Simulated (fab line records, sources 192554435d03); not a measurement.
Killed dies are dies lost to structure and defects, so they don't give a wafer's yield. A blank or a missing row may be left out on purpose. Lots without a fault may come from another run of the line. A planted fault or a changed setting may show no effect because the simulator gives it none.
Problem report in the 8D (eight disciplines) form, filled by code | flow n5_finfet | the parts of the form that need people (team, actions taken, sign-off) are left out

1. THE PROBLEM
bias_w at N5_HKMG_FIN_ETCH_58 reads a mean of 11.95 W on 9 wafers of 3 lots; wafers without a fault read 13.00 W with a standard deviation of 0.036. That is -29 standard deviations from the usual mean.
The step: etches SOC in N2/H2, target depth 215.8 nm, time 741 s.
First seen on wafer L840.1, day 7 16:43, on rie_diel-06. The record holds 21 wafers of 7 lots with a number at this step. Rule for "out", or "out of limits": more than 4 standard deviations from the usual mean. The other wafers with a number count as sound.

2. WHAT IT IS AND WHAT IT IS NOT
question                    | is                     | is not
which readings at this step | bias_w, rf_vpp_V       | showerhead_plenum_p_Torr, throttle_valve_pct
which lots                  | L840, L841, L842       | L827, L833, L845, L846
which wafers of those lots  | all that have a number | -
read on which tools         | rie_diel-06            | rie_diel-03
when                        | from day 7 16:43       | up to then (6 sound wafers); but 6 sound wafers of L845, L846 came after

3. SUSPECTS, AND WHAT RULES EACH OUT
Counting: a tool at a process step up to the reading stays a suspect if it ran every lot that is out and no sound lot after the first of them.
- rie_diel-06 at N5_HKMG_FIN_DESCUM_53 (chemistry O2, time 7.9 s): kept. It ran every lot that is out, first L840 (day 7 16:25), and no sound lot after that; its last sound lot up to then is L833 (day 5 21:00).
- rie_diel-06 at N5_HKMG_FIN_ETCH_54 (etches SiARC in CF4, target depth 45.5 nm, time 75.8 s): kept. It ran every lot that is out, first L840 (day 7 16:26), and no sound lot after that; its last sound lot up to then is L833 (day 5 21:02).
- rie_diel-06 at N5_HKMG_FIN_ETCH_55 (etches SOC in N2/H2, target depth 240 nm, time 300 s): kept. It ran every lot that is out, first L840 (day 7 16:30), and no sound lot after that; its last sound lot up to then is L833 (day 5 21:05).
- rie_diel-06 at N5_HKMG_FIN_STRIP_57 (strips in CF4): kept. It ran every lot that is out, first L840 (day 7 16:41), and no sound lot after that; its last sound lot up to then is L833 (day 5 21:17).
- rie_diel-06 at N5_HKMG_FIN_ETCH_58 (etches SOC in N2/H2, target depth 215.8 nm, time 741 s): kept. It ran every lot that is out, first L840 (day 7 16:43), and no sound lot after that; its last sound lot up to then is L833 (day 5 21:18). Its own readings are out on those wafers: bias_w, rf_vpp_V.
Left after counting: rie_diel-06 at N5_HKMG_FIN_DESCUM_53, rie_diel-06 at N5_HKMG_FIN_ETCH_54, rie_diel-06 at N5_HKMG_FIN_ETCH_55, rie_diel-06 at N5_HKMG_FIN_STRIP_57, rie_diel-06 at N5_HKMG_FIN_ETCH_58.

4. THE CAUSE (what the simulator had put in)
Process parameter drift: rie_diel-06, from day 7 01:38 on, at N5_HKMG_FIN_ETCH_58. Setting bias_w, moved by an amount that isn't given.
Counting left 5 suspects, and this tool is among them.

5. THE CHAIN OF EFFECTS, in route order
Each row: a reading whose mean over the struck wafers that have a number lies more than 3 standard deviations from the usual. Only readings for which the record gives a usual standard deviation are gone through. hours: the time from each lot's start at the first step in this table that gives one to its start at this step, as a median over the lots. sigmas: the change in usual standard deviations.
hours | step                | reading  | usual   | on struck wafers | change | sigmas
0     | N5_HKMG_FIN_ETCH_58 | bias_w   | 13.00 W | 11.95            | -1.05  | -29
0     | N5_HKMG_FIN_ETCH_58 | rf_vpp_V | 99.1 V  | 93.3             | -5.8   | -5.3
The process steps in it:
- N5_HKMG_FIN_ETCH_58: etches SOC in N2/H2, target depth 215.8 nm, time 741 s.
Later measuring or inspecting steps at which every struck wafer that the step has a row for has a number for every such reading, and none has moved that far: N5_BEOL_M4_RC_MEAS_101.

6. WHAT WOULD HAVE CAUGHT IT SOONER
In this record the first reading out of limits was taken at day 7 16:43, 15 hours after the fault began at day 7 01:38.
